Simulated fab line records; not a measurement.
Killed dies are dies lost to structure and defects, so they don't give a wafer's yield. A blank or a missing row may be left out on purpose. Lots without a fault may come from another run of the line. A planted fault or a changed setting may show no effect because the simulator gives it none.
8D (eight disciplines) problem report, filled in by code -- flow nand_harc -- the parts of the form that need people (team, actions taken, sign-off) are left out

1. WHAT IS WRONG
raw_defect_count at NHARC_P_GATE_INSPECT_68 reads a mean of 680 on 6 wafers of 2 lots; wafers without a fault read 186 with a standard deviation of 75. That puts it +6.6 standard deviations away from the usual mean.
First seen on wafer L193.2, day 10 22:12, on defect_inspect-01. The record holds 39 wafers of 13 lots with a number at this step. By rule, "out" or "out of limits" means more than 4 standard deviations away from the usual mean. The rest of the wafers with a number are treated as sound.

2. WHAT IT IS, AND WHAT IT ISN'T
question,is,is not
which readings at this step,raw_defect_count,-
which lots,"L193, L195","L181, L182, L184, L185, L189, L197, L200, L201, L202, L203, L204"
which wafers of those lots,all that have a number,-
read on which gauges,defect_inspect-01,defect_inspect-02
when,from day 10 22:12,"up to then (15 sound wafers); but 18 sound wafers of L197, L200, L201, L202, L203, L204 came after"

3. THE SUSPECTS, EACH WITH WHAT RULES IT OUT
Counting: a tool stays on the suspect list if, at a process step up to the reading, it processed all lots that are out and no sound lot following the first of them.
- ruled out: the gauge at NHARC_P_GATE_INSPECT_68. All the wafers that are out were read on defect_inspect-01, but those of them that NHARC_END_SORT_01 has rows for are out there too, on other tools.
- wet_bench-03 at NHARC_P_GATE_STRIP_63 (strips in SPM, time 900 s): ruled out as a lasting fault. Sound lots L203 ran on it after its first lot that is out, L193 (day 10 18:20).
Left after counting: nothing in the record.

4. THE CAUSE (what the simulator had put in)
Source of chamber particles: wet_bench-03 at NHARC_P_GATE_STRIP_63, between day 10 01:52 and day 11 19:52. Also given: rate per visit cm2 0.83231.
Counting ruled it out, wrongly: the rule takes a fault to strike every lot that its tool runs from its start on, and this one did not.

5. THE EFFECT CHAIN, in route order
Each row: a reading where the mean over the struck wafers with a number is more than 3 standard deviations away from the usual. Scope: only readings with a usual standard deviation given in the record; hours: median across lots of the time from each lot's start at the first step in this table that gives one to its start at this step; sigmas: change in usual standard deviations.
hours,step,reading,usual,on struck wafers,change,sigmas
0,NHARC_P_GATE_INSPECT_68,raw_defect_count,186,680,+494,+6.6
444,NHARC_END_SORT_01,killed_at_periphery,3.8,76.0,+72.2,+33
Later steps that measure or inspect, where all struck wafers having a row at the step show a number for every such reading and not one has moved that far: NHARC_P_CONTACT_OVL_MEAS_13.

6. HOW IT WOULD HAVE BEEN CAUGHT EARLIER
20 hours passed between the start of the fault at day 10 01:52 and the first reading out of limits at a measuring or inspecting step in this record, taken at day 10 22:12.
